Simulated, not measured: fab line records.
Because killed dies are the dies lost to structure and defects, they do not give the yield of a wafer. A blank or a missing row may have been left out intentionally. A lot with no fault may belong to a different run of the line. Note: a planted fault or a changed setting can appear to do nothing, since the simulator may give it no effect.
Lot-split experiment || flow n5_finfet || route with 1938 steps; 7 lots, 21 wafers read

== ABOUT THE SPLIT ==
At N5_BEOL_M4_ETCH_70 (etches SOC in N2/H2, target depth 80 nm, overetch 24 nm, time 130 s), the setting bias_w was moved away from the recipe's 150 W on 8 of the 21 wafers read, by -11.3% to +16.7%. For the rest of the wafers, this setting stayed at what the recipe calls for.

The reading comes from the split's own step.

== THE READING ==
rf_vpp_V, in V, at N5_BEOL_M4_ETCH_70 (etches SOC in N2/H2, target depth 80 nm, overetch 24 nm, time 130 s). Fault-free wafers of this fab line usually give 523.6 V, standard deviation 1.9 V.

{"wafer": "L079.1", "tool, chamber at the split": "rie_diel-01, 2", "bias_w as run, W": 150, "against the recipe": "recipe", "rf_vpp_V, V": 526.5, "against lot-mates on the recipe": "-"}
{"wafer": "L079.2", "tool, chamber at the split": "rie_diel-01, 1", "bias_w as run, W": 139.4, "against the recipe": "-7.1%", "rf_vpp_V, V": 499.6, "against lot-mates on the recipe": -26.9}
{"wafer": "L079.6", "tool, chamber at the split": "rie_diel-01, 1", "bias_w as run, W": 139.4, "against the recipe": "-7.1%", "rf_vpp_V, V": 498.9, "against lot-mates on the recipe": -27.6}
{"wafer": "L084.1", "tool, chamber at the split": "rie_diel-04, 1", "bias_w as run, W": 150, "against the recipe": "recipe", "rf_vpp_V, V": 525.2, "against lot-mates on the recipe": "-"}
{"wafer": "L084.2", "tool, chamber at the split": "rie_diel-04, 2", "bias_w as run, W": 150, "against the recipe": "recipe", "rf_vpp_V, V": 521.0, "against lot-mates on the recipe": "-"}
{"wafer": "L084.5", "tool, chamber at the split": "rie_diel-04, 3", "bias_w as run, W": 150, "against the recipe": "recipe", "rf_vpp_V, V": 522.1, "against lot-mates on the recipe": "-"}
{"wafer": "L085.3", "tool, chamber at the split": "rie_diel-04, 0", "bias_w as run, W": 150, "against the recipe": "recipe", "rf_vpp_V, V": 522.6, "against lot-mates on the recipe": "-"}
{"wafer": "L085.4", "tool, chamber at the split": "rie_diel-04, 3", "bias_w as run, W": 166.3, "against the recipe": "+10.9%", "rf_vpp_V, V": 557.9, "against lot-mates on the recipe": "+35.3"}
{"wafer": "L085.6", "tool, chamber at the split": "rie_diel-04, 1", "bias_w as run, W": 166.3, "against the recipe": "+10.9%", "rf_vpp_V, V": 561.3, "against lot-mates on the recipe": "+38.7"}
{"wafer": "L086.1", "tool, chamber at the split": "rie_diel-01, 1", "bias_w as run, W": 150, "against the recipe": "recipe", "rf_vpp_V, V": 523.7, "against lot-mates on the recipe": "-"}
{"wafer": "L086.3", "tool, chamber at the split": "rie_diel-01, 2", "bias_w as run, W": 150, "against the recipe": "recipe", "rf_vpp_V, V": 526.4, "against lot-mates on the recipe": "-"}
{"wafer": "L086.6", "tool, chamber at the split": "rie_diel-01, 0", "bias_w as run, W": 163.9, "against the recipe": "+9.3%", "rf_vpp_V, V": 554.3, "against lot-mates on the recipe": "+29.2"}
{"wafer": "L089.1", "tool, chamber at the split": "rie_diel-04, 0", "bias_w as run, W": 158.5, "against the recipe": "+5.7%", "rf_vpp_V, V": 539.0, "against lot-mates on the recipe": "+15.6"}
{"wafer": "L089.2", "tool, chamber at the split": "rie_diel-04, 1", "bias_w as run, W": 150, "against the recipe": "recipe", "rf_vpp_V, V": 524.6, "against lot-mates on the recipe": "-"}
{"wafer": "L089.4", "tool, chamber at the split": "rie_diel-04, 3", "bias_w as run, W": 150, "against the recipe": "recipe", "rf_vpp_V, V": 522.1, "against lot-mates on the recipe": "-"}
{"wafer": "L090.1", "tool, chamber at the split": "rie_diel-04, 2", "bias_w as run, W": 150, "against the recipe": "recipe", "rf_vpp_V, V": 522.7, "against lot-mates on the recipe": "-"}
{"wafer": "L090.4", "tool, chamber at the split": "rie_diel-04, 3", "bias_w as run, W": 175.1, "against the recipe": "+16.7%", "rf_vpp_V, V": 575.2, "against lot-mates on the recipe": "+52.2"}
{"wafer": "L090.5", "tool, chamber at the split": "rie_diel-04, 1", "bias_w as run, W": 150, "against the recipe": "recipe", "rf_vpp_V, V": 523.2, "against lot-mates on the recipe": "-"}
{"wafer": "L094.1", "tool, chamber at the split": "rie_diel-04, 0", "bias_w as run, W": 150, "against the recipe": "recipe", "rf_vpp_V, V": 519.9, "against lot-mates on the recipe": "-"}
{"wafer": "L094.3", "tool, chamber at the split": "rie_diel-04, 3", "bias_w as run, W": 150, "against the recipe": "recipe", "rf_vpp_V, V": 520.4, "against lot-mates on the recipe": "-"}
{"wafer": "L094.6", "tool, chamber at the split": "rie_diel-04, 0", "bias_w as run, W": 133.1, "against the recipe": "-11.3%", "rf_vpp_V, V": 483.7, "against lot-mates on the recipe": -36.4}

THE FIT
A straight line over all 21 wafers: rf_vpp_V changes by +3.29 V for each +1% of bias_w; r = +1.00; the points scatter about the line by 2.1 V.
The same after taking each lot's own level away (the mean of its wafers on the recipe; 21 wafers): +3.31 V for each +1%; r = +1.00; scatter 1.9 V.
On that fit, the largest move of bias_w shifts the reading by 55 V.
The span of the lots' own levels, 520.15 to 526.50 V, comes to 3.3 times the standard deviation stated above.
Hence the lot-to-lot level has little effect on the slope; both slopes agree.
Check: for one of the wafers moved furthest among these (+16.7%), held out of the fit, the line's prediction against its lot-mates is +56.1 V. It came out at +52.2 V against them.
Tool readings at the split's step, against how far the setting was moved: rf_vpp_V r = +1.00.

== ADDITIONAL SPLITS CARRIED BY THESE WAFERS ==
Note: prior to the reading, these wafers also went through further splits. Each is held against what the fit with the lots' levels taken away leaves over:
{"other split on the same wafers": "N5_BEOL_M0_SAQP_DESCUM_45 time_s", "wafers away from the commonest value": 5, "r with rf_vpp_V (lot level and that fit taken away)": -0.05}
{"other split on the same wafers": "N5_BEOL_M1_ETCH_70 source_w", "wafers away from the commonest value": 7, "r with rf_vpp_V (lot level and that fit taken away)": "+0.01"}
{"other split on the same wafers": "N5_BEOL_M1_VIA_ETCH_34 time_s", "wafers away from the commonest value": 4, "r with rf_vpp_V (lot level and that fit taken away)": -0.34}
{"other split on the same wafers": "N5_BEOL_M2_COAT_67 spin_rpm", "wafers away from the commonest value": 6, "r with rf_vpp_V (lot level and that fit taken away)": "+0.31"}
{"other split on the same wafers": "N5_BEOL_M3_TRENCH_ETCH_37 bias_w", "wafers away from the commonest value": 7, "r with rf_vpp_V (lot level and that fit taken away)": -0.14}
{"other split on the same wafers": "N5_BEOL_M3_ETCH_41 target_depth_a", "wafers away from the commonest value": 7, "r with rf_vpp_V (lot level and that fit taken away)": -0.02}

== THE WHOLE CHAIN: every reading that the file lists as answering this split, in the file's order ==
{"step": "N5_BEOL_M4_ETCH_70", "what it does": "etches SOC in N2/H2, target depth 80 nm, overetch 24 nm, time 130 s", "reading": "rf_vpp_V", "change (the file's fit)": "+3.23 V for each +1% of the setting", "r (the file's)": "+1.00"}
{"step": "N5_BEOL_M4_ETCH_70", "what it does": "etches SOC in N2/H2, target depth 80 nm, overetch 24 nm, time 130 s", "reading": "SiARC_of_BEOL_M4_COAT_68.thk_nm (the simulator's own value, which no gauge read)", "change (the file's fit)": "-0.1 nm for each +1% of the setting", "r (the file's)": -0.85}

== FILE'S OWN FIT ==
rf_vpp_V changes by +3.23 V for each +1% of bias_w, r = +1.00.
